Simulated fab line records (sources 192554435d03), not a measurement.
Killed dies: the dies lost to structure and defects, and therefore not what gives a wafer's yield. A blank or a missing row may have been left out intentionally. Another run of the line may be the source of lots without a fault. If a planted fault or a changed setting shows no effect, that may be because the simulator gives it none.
Comparing a struck lot with a sound one -- flow n5Finfet -- 27 out of 1938 route steps
Sound: the wafers L265.1, L265.3, L265.5. Struck: wafers L275.1, L275.3, L275.4. The cause comes at the end.
Per side, at each step with rows, come the tool, then ch with its chambers, and then its first start. Under that, the readings that differ: sound wafers -- struck wafers -- difference of the means -- sigmas: that difference in standard deviations of wafers without a fault.
alike: readings with means less than 2 such deviations apart, plus words and numbers identical on both sides. not compared: withheld readings, readings lacking a value on some wafer, bounds such as >300 that could conceal the same value, and numbers that have no deviation in the record and whose values overlap.
The two part at a step that has a row with sigmas, a row that says differs or no value, or rows on one side only. Numbers that have no deviation but don't overlap get no sigmas and don't part them. A reading missing from all wafers of one side parts the sides only when that side holds two or more wafers.

first, 8 steps without rows for these wafers: N5_BEOL_M0_CMP_120 (polishes, stops on SiOC, t overpolish 6.9 s); N5_BEOL_M0_PRE_CLEAN_131 (time 15 s); N5_BEOL_M0_CO_CAP_123 (material Co, precursor CCTBA/H2, target thk 2 nm, time 102.1 s); N5_BEOL_M0_PRE_CLEAN_124 (time 15 s); N5_BEOL_M0_DEP_125 (deposits SiCN from 3MS/NH3, target thk 8 nm, time 14 s); N5_BEOL_M1_ILD_DEP_00 (deposits SiOC from DEMS/O2, target thk 79 nm, time 15.3 s); N5_BEOL_M1_PECVD_72 (deposits SiO2 from TEOS/O2, target thk 16 nm, time 18 s); N5_BEOL_M1_HM_DEP_02 (deposits TiN, target thk 20 nm).
N5_BEOL_M1_COAT_61: time 60 s, resist thk 60 nm.
  sound on lithoTrack-01 ch 0, day 7 00:56; struck on lithoTrack-01 ch 0, day 10 03:17
reading,sound,struck,difference,sigmas
spinSpeedRpm (rpm),1501.4 1502.0 1499.1,1138.6 1137.2 1138.0,-362.9,-99 or more
model.SOC_of_BEOL_M1_COAT_61.thkNm (nm),60.2 60.2 60,68.8 69 69,+8.8,
  alike: plateTempC
then, 11 steps without rows for these wafers: N5_BEOL_M1_COAT_62 (time 60 s, resist thk 12 nm); N5_BEOL_M1_COAT_73 (time 60 s, resist thk 5 nm); N5_BEOL_M1_COAT_05 (resist thk 30 nm); N5_BEOL_M1_EBR_07; N5_BEOL_M1_SOFTBAKE_06 (time 60 s); N5_BEOL_M1_EXPOSE_08 (exposes mask M1); N5_BEOL_M1_PEB_09 (peb time 60 s); N5_BEOL_M1_DEVELOP_10 (develop time 30 s); N5_BEOL_M1_DESCUM_16 (chemistry O2, time 7 s); N5_BEOL_M1_ETCH_74 (etches underlayer in N2/H2, target depth 6.5 nm, time 5.2 s); N5_BEOL_M1_ETCH_63 (etches SiARC in CF4, target depth 15.6 nm, time 26 s).
N5_BEOL_M1_ETCH_64: etches SOC in N2/H2, target depth 75 nm, overetch 15 nm, time 112.5 s.
  sound on rieDiel-04 ch 2,3, day 7 01:37; struck on rieDiel-04 ch 1,2,3, day 10 03:46
reading,sound,struck,difference,sigmas
model.etch.depthNm (nm),60.25 60.27 60.05,68.74 69.09 68.97,+8.74,
  alike: biasW, drypumpMotorCurrentA, oesProductAu, rfVppV, showerheadPlenumPTorr, throttleValvePct
  not compared: rfHoursCounterH
then, 3 steps without rows for these wafers: N5_BEOL_M1_STRIP_65 (strips in N2/H2); N5_BEOL_M1_STRIP_75 (strips in N2/H2); N5_BEOL_M1_STRIP_66 (strips in CF4).
N5_BEOL_M1_HM_OPEN_17: chemistry Cl2/BCl3, target TiN, target depth 20 nm, overetch 6 nm.
  sound on rieMetal-02 ch 0,1, day 7 01:47; struck on rieMetal-01 ch 0,1, day 10 03:56
reading,sound,struck,difference,sigmas
oesProductAu (a.u.),0.54 0.62 0.54,0.75 0.74 0.76,+0.18,+2
throttleValvePct (%),22.25 22.27 22.27,21.94 21.94 21.96,-0.32,-2
model.SOC_of_BEOL_M1_COAT_61.thkNm (nm),52.2 52.2 52,60.8 61.2 60.8,+8.8,
  alike: biasW, drypumpMotorCurrentA
  not compared: rfHoursCounterH
then, 1 step without rows for these wafers: N5_BEOL_M1_STRIP_19 (strips in O2).
-- the record jumps here: 3 days lie between the struck wafers' starts before and after (it left off in module BEOL_M1 and takes up again in module BEOL_M4, whose first step shown is number 1111 of the route) --
N5_BEOL_M4_RC_MEAS_101:
  sound on prober-02 ch 0, day 8 23:00; struck on prober-01 ch 0, day 13 00:12
  alike: DIBL_N, DIBL_P, IOFF_N, IOFF_P, ION_N, ION_P, SS_N, SS_P, VT_N, VT_P

WHERE THEY PART
Last at N5_BEOL_M1_HM_OPEN_17 as far as this record goes, first at N5_BEOL_M1_COAT_61. Later steps at which nothing parts them and some readings are alike: N5_BEOL_M4_RC_MEAS_101.

WHY: whatever the simulator had introduced
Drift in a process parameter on lithoTrack-01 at N5_BEOL_M1_COAT_61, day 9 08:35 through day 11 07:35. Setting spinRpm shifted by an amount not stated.
